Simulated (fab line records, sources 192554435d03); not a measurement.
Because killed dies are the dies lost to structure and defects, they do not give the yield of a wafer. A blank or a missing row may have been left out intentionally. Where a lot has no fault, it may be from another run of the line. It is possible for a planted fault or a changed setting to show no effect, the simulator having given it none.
Which tool did it? | flow n5Finfet | 8 lots with 24 wafers sampled at 5 steps, on a route of 1938 steps

== WHAT EACH GAUGE READ, for each wafer ==
N5_BEOL_M4_RC_MEAS_101.
lot  | measured     | on        | VT_P (mV)
L381 | day 7 15:28  | prober-01 | -255 -252 -252
L386 | day 8 14:51  | prober-02 | -250 -253 -250
L387 | day 9 10:17  | prober-01 | -251 -253 -248
L390 | day 10 07:46 | prober-02 | -257 -251 -253
L398 | day 12 00:10 | prober-02 | -246 -244 -245
L400 | day 12 03:55 | prober-01 | -245 -248 -247
L401 | day 13 00:05 | prober-02 | -254 -251 -252
L404 | day 13 10:06 | prober-01 | -256 -250 -253

== TOOL THAT RAN EACH LOT (tool first, then ch and the chambers of the sampled wafers, then the start) ==
lot  | N5_BEOL_M0_SAQP_ETCH_49           | N5_BEOL_M0_CUTY_DESCUM_61         | N5_BEOL_M0_ETCH_138               | N5_BEOL_M0_STRIP_104
L381 | rieDiel-02 ch 0,3, day 5 16:29    | rieDiel-01 ch 0,2, day 5 17:15    | rieDiel-01 ch 0,2, day 5 17:28    | rieDiel-06 ch 1,3, day 5 17:57
L386 | rieDiel-04 ch 2,3, day 6 18:50    | rieDiel-01 ch 0,3, day 6 19:34    | rieDiel-01 ch 0,3, day 6 19:46    | rieDiel-06 ch 1,2,3, day 6 20:05
L387 | rieDiel-05 ch 0,3, day 7 06:53    | rieDiel-01 ch 0,3, day 7 07:28    | rieDiel-01 ch 0,3, day 7 07:40    | rieDiel-06 ch 0,1,3, day 7 10:31
L390 | rieDiel-05 ch 0,1,2, day 8 05:59  | rieDiel-01 ch 0,2,3, day 8 06:26  | rieDiel-01 ch 0,2,3, day 8 06:38  | rieDiel-01 ch 0,1,2, day 8 06:57
L398 | rieDiel-05 ch 0,1,2, day 10 03:17 | rieDiel-01 ch 0,3, day 10 03:52   | rieDiel-01 ch 0,3, day 10 04:05   | rieDiel-03 ch 2,3, day 10 06:37
L400 | rieDiel-02 ch 0,1,3, day 10 08:05 | rieDiel-01 ch 0,3, day 10 08:40   | rieDiel-01 ch 0,3, day 10 08:53   | rieDiel-03 ch 0,2,3, day 10 09:19
L401 | rieDiel-02 ch 0,1,3, day 10 19:47 | rieDiel-03 ch 0,1,3, day 10 20:22 | rieDiel-03 ch 0,1,3, day 10 20:34 | rieDiel-03 ch 0,1,3, day 10 23:09
L404 | rieDiel-02 ch 0,3, day 11 12:16   | rieDiel-03 ch 1,2, day 11 13:46   | rieDiel-03 ch 1,2, day 11 13:59   | rieDiel-06 ch 0,3, day 11 14:22
- N5_BEOL_M0_SAQP_ETCH_49: etches SiO2 in CF4/O2, target depth 37 nm.
- N5_BEOL_M0_CUTY_DESCUM_61: chemistry O2, time 7.9 s.
- N5_BEOL_M0_ETCH_138: etches SiCN in CH3F/O2, target depth 12 nm, time 31.6 s.
- N5_BEOL_M0_STRIP_104: strips in N2/H2.

== THE ANSWER, worked out from the rows above alone ==
Rule: the lots themselves supply what counts as usual. The widest of any qualifying gaps counts: lots, ordered by their means at a reading, are off when they make up no more than a third of the lots, leave a main group of 4 or more, and stand apart from it by 3 or more times the standard deviation of that group's means. A main group is skipped when, at the precision printed for the reading in the tables above, its means are all equal. Also off: a lot with no number at a reading for which 4 or more lots have one. Where the step has rows for the other lots, those lots are counted as sound.
Off: at N5_BEOL_M4_RC_MEAS_101 (VT_P), L398, L400. The main group: mean -252 mV, standard deviation 1.1.
A tool fits if, at a process step before that reading, it ran every lot that is off, and no sound lot after the first of them. Gauges at N5_BEOL_M4_RC_MEAS_101: tried the same way as those tools. One fits: N5_BEOL_M0_CUTY_DESCUM_61 and N5_BEOL_M0_ETCH_138 on rieDiel-01. At N5_BEOL_M0_CUTY_DESCUM_61 its last sound lot is L390 (day 8 06:26), its first lot that is off L398 (day 10 03:52): a fault that began between those two fits.

== WHAT THE SIMULATOR HAD PUT IN ==
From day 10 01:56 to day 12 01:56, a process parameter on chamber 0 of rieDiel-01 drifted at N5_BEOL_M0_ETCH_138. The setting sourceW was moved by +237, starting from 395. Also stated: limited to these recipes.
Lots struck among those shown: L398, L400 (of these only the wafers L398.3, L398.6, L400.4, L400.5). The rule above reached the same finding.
